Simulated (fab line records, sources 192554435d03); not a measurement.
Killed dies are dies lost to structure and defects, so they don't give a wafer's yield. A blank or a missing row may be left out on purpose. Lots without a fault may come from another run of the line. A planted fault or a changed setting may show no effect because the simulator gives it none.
Split-lot experiment | flow n5_finfet | 7 lots, 21 wafers read, on a route of 1938 steps

THE SPLIT
At N5_BEOL_M8_ETCH_66 (etches SOC in N2/H2, target depth 80 nm, overetch 16 nm, time 120 s), the setting source_w was moved away from the recipe's 840 W on 10 of the 21 wafers read, by -17.2% to +16.8%. The other wafers ran this setting at the recipe's value.

The reading is taken at the split's own step.

THE READING
rf_vpp_V, in V, at N5_BEOL_M8_ETCH_66 (etches SOC in N2/H2, target depth 80 nm, overetch 16 nm, time 120 s). Fault-free wafers of this fab line usually give 524.1 V, standard deviation 2 V.

wafer  | tool, chamber at the split | source_w as run, W | against the recipe | rf_vpp_V, V | against lot-mates on the recipe
L076.2 | rie_diel-02, 0             | 695.1              | -17.2%             | 556.9       | no lot-mate on the recipe
L076.3 | rie_diel-02, 3             | 695.1              | -17.2%             | 556.9       | no lot-mate on the recipe
L076.6 | rie_diel-02, 3             | 695.1              | -17.2%             | 555.8       | no lot-mate on the recipe
L086.1 | rie_diel-02, 3             | 840                | recipe             | 523.4       | -
L086.5 | rie_diel-02, 2             | 840                | recipe             | 521.3       | -
L086.6 | rie_diel-02, 1             | 766.9              | -8.7%              | 537.9       | +15.6
L088.1 | rie_diel-02, 1             | 840                | recipe             | 521.1       | -
L088.5 | rie_diel-02, 2             | 981                | +16.8%             | 496.0       | -25.0
L088.6 | rie_diel-02, 1             | 840                | recipe             | 520.9       | -
L087.1 | rie_diel-01, 1             | 840                | recipe             | 524.3       | -
L087.2 | rie_diel-01, 2             | 973.7              | +15.9%             | 500.6       | -23.7
L087.4 | rie_diel-01, 3             | 973.7              | +15.9%             | 498.9       | -25.4
L089.1 | rie_diel-04, 2             | 840                | recipe             | 525.7       | -
L089.2 | rie_diel-04, 0             | 840                | recipe             | 522.3       | -
L089.3 | rie_diel-04, 1             | 764.7              | -9.0%              | 543.6       | +19.6
L094.1 | rie_diel-02, 1             | 840                | recipe             | 520.7       | -
L094.3 | rie_diel-02, 3             | 840                | recipe             | 521.9       | -
L094.6 | rie_diel-02, 3             | 840                | recipe             | 524.1       | -
L095.2 | rie_diel-04, 0             | 738.5              | -12.1%             | 545.6       | +21.0
L095.3 | rie_diel-04, 2             | 840                | recipe             | 524.6       | -
L095.4 | rie_diel-04, 3             | 738.5              | -12.1%             | 547.1       | +22.5

THE FIT
A straight line over all 21 wafers: rf_vpp_V changes by -1.76 V for each +1% of source_w; r = -0.99; the points scatter about the line by 2.4 V.
The same after taking each lot's own level away (the mean of its wafers on the recipe; 18 wafers): -1.65 V for each +1%; r = -0.99; scatter 1.7 V.
On that fit, the largest move of source_w shifts the reading by 29 V.
The lots' own levels span 521.00 to 524.60 V, that is 1.8 times the standard deviation above.
So the lot-to-lot level changes the slope little: the two slopes agree.
Check: with one of the wafers moved furthest among these (+16.8%) left out of the fit, the line predicts -27.6 V for it against its lot-mates. It came out at -25 V against them.
Tool readings at the split's step, against how far the setting was moved: rf_vpp_V r = -0.99.

OTHER SPLITS ON THESE WAFERS
These wafers also went through other splits before the reading. Each is held against what the fit with the lots' levels taken away leaves over:
other split on the same wafers | wafers away from the commonest value | r with rf_vpp_V (lot level and that fit taken away)
N5_BEOL_M5_ETCH_62 source_w    | 9                                    | +0.19
N5_BEOL_M5_COAT_65 spin_rpm    | 7                                    | -0.18
N5_BEOL_M5_EXPOSE_25 dose_mj   | 8                                    | -0.10
N5_BEOL_M6_ETCH_66 bias_w      | 9                                    | -0.04
N5_BEOL_M7_ETCH_41 source_w    | 7                                    | +0.16
N5_BEOL_M8_COAT_22 spin_rpm    | 8                                    | -0.39

THE FILE'S OWN FIT
rf_vpp_V changes by -1.65 V for each +1% of source_w, r = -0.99.
